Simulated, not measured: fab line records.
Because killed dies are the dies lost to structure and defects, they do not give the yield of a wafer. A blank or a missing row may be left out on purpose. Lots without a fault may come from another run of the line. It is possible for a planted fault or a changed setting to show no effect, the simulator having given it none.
Matching of chambers :: flow nand_harc :: NHARC_A_STAIRCASE_TRIM_12 on rie_diel-13 has 4 sister chambers
The step chemistry O2, time 211.2 s. 14 wafers are shown with their chamber, then 7 later ones without.

## EACH WAFER AND ITS CHAMBER
wafer: L077.2
chamber: 1
drypump_motor_current_A (A): 5.3
showerhead_plenum_p_Torr (Torr): 3.68
oes_product_au (a.u.): 0.994

wafer: L077.3
chamber: 2
drypump_motor_current_A (A): 6.5
showerhead_plenum_p_Torr (Torr): 3.30
oes_product_au (a.u.): 1.010

wafer: L077.6
chamber: 3
drypump_motor_current_A (A): 6.3
showerhead_plenum_p_Torr (Torr): 3.68
oes_product_au (a.u.): 1.017

wafer: L076.1
chamber: 0
drypump_motor_current_A (A): 5.5
showerhead_plenum_p_Torr (Torr): 3.77
oes_product_au (a.u.): 1.022

wafer: L076.3
chamber: 1
drypump_motor_current_A (A): 5.3
showerhead_plenum_p_Torr (Torr): 3.68
oes_product_au (a.u.): 0.995

wafer: L076.6
chamber: 0
drypump_motor_current_A (A): 5.5
showerhead_plenum_p_Torr (Torr): 3.77
oes_product_au (a.u.): 1.027

wafer: L086.1
chamber: 1
drypump_motor_current_A (A): 5.3
showerhead_plenum_p_Torr (Torr): 3.67
oes_product_au (a.u.): 0.999

wafer: L086.4
chamber: 3
drypump_motor_current_A (A): 6.3
showerhead_plenum_p_Torr (Torr): 3.67
oes_product_au (a.u.): 1.021

wafer: L086.6
chamber: 1
drypump_motor_current_A (A): 5.3
showerhead_plenum_p_Torr (Torr): 3.67
oes_product_au (a.u.): 1.011

wafer: L086.2
chamber: 0
drypump_motor_current_A (A): 5.5
showerhead_plenum_p_Torr (Torr): 3.76
oes_product_au (a.u.): 1.012

wafer: L086.3
chamber: 2
drypump_motor_current_A (A): 6.5
showerhead_plenum_p_Torr (Torr): 3.29
oes_product_au (a.u.): 1.033

wafer: L086.5
chamber: 2
drypump_motor_current_A (A): 6.4
showerhead_plenum_p_Torr (Torr): 3.29
oes_product_au (a.u.): 1.026

wafer: L088.2
chamber: 1
drypump_motor_current_A (A): 5.3
showerhead_plenum_p_Torr (Torr): 3.66
oes_product_au (a.u.): 0.993

wafer: L088.4
chamber: 3
drypump_motor_current_A (A): 6.3
showerhead_plenum_p_Torr (Torr): 3.66
oes_product_au (a.u.): 1.008

SIGNATURES, as means of the wafers listed above
reading: drypump_motor_current_A
chamber 0: 5.500
chamber 1: 5.300
chamber 2: 6.467
chamber 3: 6.300
scatter within a chamber: 0.0258

reading: showerhead_plenum_p_Torr
chamber 0: 3.7667
chamber 1: 3.6720
chamber 2: 3.2933
chamber 3: 3.6700
scatter within a chamber: 0.00783

reading: oes_product_au
chamber 0: 1.02033
chamber 1: 0.99840
chamber 2: 1.02300
chamber 3: 1.01533
scatter within a chamber: 0.00838
Rule: for each reading, subtract the chamber's mean from the wafer's reading, divide by that reading's scatter and square the result; add these up over the readings and take the root, which gives the wafer's distance from the chamber. The wafer belongs to the nearest chamber; if the next one is less than 2 further off, it can't be placed. The scatter: take each reading less its chamber's mean, square it, sum over the shown wafers, divide by the number of wafers less the number of chambers, and take the root.

## WAFERS WITHOUT THEIR CHAMBER
wafer: L088.5
drypump_motor_current_A (A): 5.5
showerhead_plenum_p_Torr (Torr): 3.76
oes_product_au (a.u.): 1.018

wafer: L095.1
drypump_motor_current_A (A): 5.5
showerhead_plenum_p_Torr (Torr): 3.75
oes_product_au (a.u.): 1.008

wafer: L095.5
drypump_motor_current_A (A): 5.5
showerhead_plenum_p_Torr (Torr): 3.75
oes_product_au (a.u.): 1.012

wafer: L095.6
drypump_motor_current_A (A): 6.3
showerhead_plenum_p_Torr (Torr): 3.66
oes_product_au (a.u.): 1.006

wafer: L096.1
drypump_motor_current_A (A): 5.3
showerhead_plenum_p_Torr (Torr): 3.65
oes_product_au (a.u.): 1.005

wafer: L096.2
drypump_motor_current_A (A): 5.5
showerhead_plenum_p_Torr (Torr): 3.75
oes_product_au (a.u.): 1.007

wafer: L096.4
drypump_motor_current_A (A): 6.4
showerhead_plenum_p_Torr (Torr): 3.28
oes_product_au (a.u.): 1.024

## WHICH CHAMBER EACH ONE RAN IN
wafer: L088.5
from the rows above: 0
in truth: 0

wafer: L095.1
from the rows above: 0
in truth: 0

wafer: L095.5
from the rows above: 0
in truth: 0

wafer: L095.6
from the rows above: 3
in truth: 3

wafer: L096.1
from the rows above: 1
in truth: 1

wafer: L096.2
from the rows above: 0
in truth: 0

wafer: L096.4
from the rows above: 2
in truth: 2
Correct placement for 7 of the 7. Left unplaced by these rows: 0. Number placed wrongly: 0.
